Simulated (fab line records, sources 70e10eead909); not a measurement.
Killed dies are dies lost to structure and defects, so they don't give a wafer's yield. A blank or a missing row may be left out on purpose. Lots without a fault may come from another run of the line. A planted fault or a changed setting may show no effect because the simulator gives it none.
Which tool did it? | flow nand_harc | 11 lots, 33 wafers sampled, at 6 steps of a route of 1159

WHAT THE GAUGES READ, wafer by wafer
NHARC_P_ZERO_WELL_CD_MEAS_52: target cd 2000 nm. Usual: cd_nm 2000.2 nm, standard deviation 1.3.
lot  | measured    | on        | cd_nm (nm)           | flag
L602 | day 2 05:52 | cd_sem-01 | 1999.9 1999.6 1997.7 |
L604 | day 2 18:49 | cd_sem-03 | 1999.6 2000.7 2002.2 |
L605 | day 2 23:59 | cd_sem-03 | 2001.0 2000.7 2002.7 |
L606 | day 3 05:46 | cd_sem-03 | 1999.6 2000.7 2000.0 |
L607 | day 3 13:52 | cd_sem-01 | 1568.5 1568.1 1568.7 | OFF
L608 | day 3 17:47 | cd_sem-01 | 2000.0 1999.7 1998.5 |
L617 | day 5 23:50 | cd_sem-02 | 2001.3 2001.0 2002.6 |
L618 | day 6 05:46 | cd_sem-02 | 2000.2 2000.7 1999.2 |
L619 | day 6 11:55 | cd_sem-02 | 2002.4 2001.3 2000.2 |
L620 | day 6 17:31 | cd_sem-01 | 2000.6 2001.3 2001.0 |
L621 | day 6 23:54 | cd_sem-02 | 2000.4 2001.7 2000.0 |

NHARC_P_GATE_INSPECT_28. Usual: raw_defect_count 6.0, standard deviation 3.
lot  | measured     | on                | raw_defect_count | flag
L602 | day 5 01:45  | defect_inspect-02 | 9 6 8            |
L604 | day 5 15:56  | defect_inspect-01 | 8 7 7            |
L605 | day 5 23:05  | defect_inspect-01 | 7 6 3            |
L606 | day 6 10:09  | defect_inspect-01 | 7 5 0            |
L608 | day 6 11:47  | defect_inspect-02 | 6 2 5            |
L617 | day 9 00:13  | defect_inspect-01 | 5 7 2            |
L618 | day 9 05:49  | defect_inspect-02 | 1 4 4            |
L619 | day 9 15:46  | defect_inspect-01 | 2 5 9            |
L620 | day 9 15:16  | defect_inspect-01 | 7 2 7            |
L621 | day 10 01:30 | defect_inspect-01 | 7 2 4            |

NHARC_END_SORT_01. Usual: killed_at_array 28, standard deviation 11; killed_at_other 0.9, standard deviation 1.2; killed_at_periphery 2.6, standard deviation 2.1; killed_dies 31, standard deviation 11; killed_open 3.1, standard deviation 1.7; killed_short 1.9, standard deviation 1.3.
lot  | measured     | on        | killed_at_array | killed_at_other | killed_at_periphery | killed_dies | killed_open | killed_short | flag
L607 | day 25 11:08 | prober-02 | 18 12 16        | 4 1 3           | 601 596 591         | 623 609 610 | 6 2 5       | 1 1 4        | OFF

WHICH TOOL RAN EACH LOT (tool, then ch and the chambers of the sampled wafers, then the start)
lot  | NHARC_P_ZERO_WELL_EXPOSE_49      | NHARC_P_GATE_DESCUM_31             | NHARC_P_GATE_ETCH_114
L602 | krf_scanner-03 ch 0, day 2 05:43 | rie_diel-04 ch 0,2,3, day 5 01:49  | rie_diel-04 ch 1,2,3, no start
L604 | krf_scanner-02 ch 0, day 2 18:40 | rie_diel-13 ch 0,2,3, day 5 16:02  | rie_diel-13 ch 1,2,3, no start
L605 | krf_scanner-03 ch 0, day 2 23:50 | rie_diel-11 ch 0,2,3, day 5 23:10  | rie_diel-11 ch 1,2, no start
L606 | krf_scanner-02 ch 0, day 3 05:37 | rie_diel-04 ch 0,1,3, day 6 10:13  | rie_diel-04 ch 1,2,3, no start
L607 | krf_scanner-02 ch 0, day 3 13:43 | -                                  | -
L608 | krf_scanner-02 ch 0, day 3 17:38 | rie_diel-04 ch 0,1,3, day 6 11:52  | rie_diel-04 ch 0,1,3, no start
L617 | krf_scanner-01 ch 0, day 5 23:41 | rie_diel-13 ch 0,1,2, day 9 00:38  | rie_diel-13 ch 1,2,3, no start
L618 | krf_scanner-02 ch 0, day 6 05:37 | rie_diel-13 ch 2,3, day 9 06:01    | rie_diel-13 ch 2,3, no start
L619 | krf_scanner-03 ch 0, day 6 11:45 | rie_diel-04 ch 0,2, day 9 15:50    | rie_diel-04 ch 0,2,3, no start
L620 | krf_scanner-03 ch 0, day 6 17:22 | rie_diel-04 ch 1,2, day 9 15:20    | rie_diel-04 ch 1,2,3, no start
L621 | krf_scanner-02 ch 0, day 6 23:44 | rie_diel-04 ch 1,2,3, day 10 01:35 | rie_diel-04 ch 0,2, no start
- NHARC_P_ZERO_WELL_EXPOSE_49: exposes mask P HVPW, target cd 2000 nm.
- NHARC_P_GATE_DESCUM_31: chemistry O2, time 3 s.
- NHARC_P_GATE_ETCH_114: etches the open film in CF4/O2, target depth 30 nm, overetch 3 nm, time 16.5 s.

WHAT THE TOOLS THEMSELVES READ (means of the sampled wafers that have a number; where no wafer has one, the mark that the record gives instead)
NHARC_P_ZERO_WELL_EXPOSE_49. Usual: focus_offset_nm -0.1 nm, standard deviation 0.5.
lot  | tool           | focus_offset_nm (nm) | flag
L602 | krf_scanner-03 | -0.2                 |
L604 | krf_scanner-02 | -0.2                 |
L605 | krf_scanner-03 | -0.5                 |
L606 | krf_scanner-02 | -0.4                 |
L607 | krf_scanner-02 | 0.5                  |
L608 | krf_scanner-02 | 0.0                  |
L617 | krf_scanner-01 | -0.3                 |
L618 | krf_scanner-02 | -0.3                 |
L619 | krf_scanner-03 | 0.3                  |
L620 | krf_scanner-03 | -0.2                 |
L621 | krf_scanner-02 | -0.6                 |

NHARC_P_GATE_DESCUM_31. Usual: chamber_pressure_mTorr 60.00 mTorr, standard deviation 0.05; drypump_motor_current_A 5.6 A, standard deviation 0.38; oes_product_au 1.000 a.u., standard deviation 0.0067; rf_vpp_V 57.7 V, standard deviation 0.92; showerhead_plenum_p_Torr 1.87 Torr, standard deviation 0.057; throttle_valve_pct 11.311 %, standard deviation 0.0091.
lot  | tool        | chamber_pressure_mTorr (mTorr) | drypump_motor_current_A (A) | oes_product_au (a.u.) | rf_vpp_V (V) | showerhead_plenum_p_Torr (Torr) | throttle_valve_pct (%) | flag
L602 | rie_diel-04 | 60.05                          | 5.4                         | 0.997                 | 56.8         | 1.88                            | 11.313                 |
L604 | rie_diel-13 | 60.03                          | 5.9                         | 1.000                 | 58.6         | 1.86                            | 11.317                 |
L605 | rie_diel-11 | 60.04                          | 5.7                         | 1.003                 | 57.6         | 1.86                            | 11.310                 |
L606 | rie_diel-04 | 60.01                          | 5.5                         | 1.002                 | 57.8         | 1.88                            | 11.304                 |
L608 | rie_diel-04 | 60.00                          | 5.5                         | 0.991                 | 57.0         | 1.88                            | 11.316                 |
L617 | rie_diel-13 | 60.00                          | 5.5                         | 0.999                 | 57.4         | 1.88                            | 11.318                 |
L618 | rie_diel-13 | 60.03                          | 6.2                         | 0.994                 | 58.0         | 1.78                            | 11.303                 |
L619 | rie_diel-04 | 59.99                          | 5.6                         | 1.006                 | 57.2         | 1.83                            | 11.309                 |
L620 | rie_diel-04 | 60.03                          | 5.7                         | 1.003                 | 57.9         | 1.90                            | 11.310                 |
L621 | rie_diel-04 | 59.96                          | 5.5                         | 1.002                 | 57.8         | 1.91                            | 11.300                 |

NHARC_P_GATE_ETCH_114. Usual: cf4_flow_sccm 80.02 sccm, standard deviation 0.22; chamber_pressure_mTorr 30.002 mTorr, standard deviation 0.024; drypump_motor_current_A 5.6 A, standard deviation 0.37; oes_f_703_au 1.000 a.u., standard deviation 0.0045; oes_product_au 0.998 a.u., standard deviation 0.0072; rf_vpp_V 197.3 V, standard deviation 1.1; showerhead_plenum_p_Torr 1.31 Torr, standard deviation 0.039; throttle_valve_pct 13.398 %, standard deviation 0.0083.
lot  | tool        | cf4_flow_sccm (sccm) | chamber_pressure_mTorr (mTorr) | drypump_motor_current_A (A) | oes_f_703_au (a.u.) | oes_product_au (a.u.) | rf_vpp_V (V) | showerhead_plenum_p_Torr (Torr) | throttle_valve_pct (%) | flag
L602 | rie_diel-04 | 79.93                | 29.987                         | 5.5                         | 0.998               | 0.994                 | 197.6        | 1.34                            | 13.397                 |
L604 | rie_diel-13 | 79.89                | 30.009                         | 5.8                         | 1.001               | 0.998                 | 196.7        | 1.28                            | 13.402                 |
L605 | rie_diel-11 | 80.21                | 29.990                         | 5.7                         | 1.002               | 1.011                 | 198.0        | 1.35                            | 13.384                 |
L606 | rie_diel-04 | 80.08                | 29.990                         | 5.5                         | 1.001               | 0.998                 | 197.7        | 1.33                            | 13.404                 |
L608 | rie_diel-04 | 80.34                | 29.995                         | 5.4                         | 1.002               | 0.996                 | 197.6        | 1.31                            | 13.403                 |
L617 | rie_diel-13 | 80.01                | 29.996                         | 5.9                         | 1.002               | 0.995                 | 196.2        | 1.27                            | 13.401                 |
L618 | rie_diel-13 | 80.18                | 30.013                         | 6.0                         | 1.000               | 0.991                 | 196.1        | 1.25                            | 13.407                 |
L619 | rie_diel-04 | 80.11                | 29.998                         | 5.4                         | 1.002               | 0.997                 | 196.1        | 1.31                            | 13.400                 |
L620 | rie_diel-04 | 80.16                | 29.974                         | 5.5                         | 0.999               | 0.997                 | 198.1        | 1.33                            | 13.393                 |
L621 | rie_diel-04 | 80.31                | 30.007                         | 5.6                         | 1.003               | 1.002                 | 197.0        | 1.28                            | 13.399                 |

THE ANSWER, worked out from the rows above alone
Rule: a lot is off if the mean of its wafers that have a number lies more than 3 standard deviations from the usual mean. A lot without any number at a reading at which 4 lots or more have one is off too. The other lots that the step has rows for count as sound. The gauges are gone through in route order, then the tools' own readings, and for those a lot's mean is taken as printed above. The first step at which some lot is off is used, and at that step the reading that is off furthest; a lot without a number counts as furthest.
Off: L607, at NHARC_P_ZERO_WELL_CD_MEAS_52 (cd_nm).
A tool fits if, at a process step before that reading, it ran every lot that is off, and no sound lot after the first of them. The gauges at NHARC_P_ZERO_WELL_CD_MEAS_52 aren't tried: what is off there is off at NHARC_END_SORT_01 too, on other tools, and a gauge's error can't cause that. None of those tried fits.

WHAT THE SIMULATOR HAD PUT IN
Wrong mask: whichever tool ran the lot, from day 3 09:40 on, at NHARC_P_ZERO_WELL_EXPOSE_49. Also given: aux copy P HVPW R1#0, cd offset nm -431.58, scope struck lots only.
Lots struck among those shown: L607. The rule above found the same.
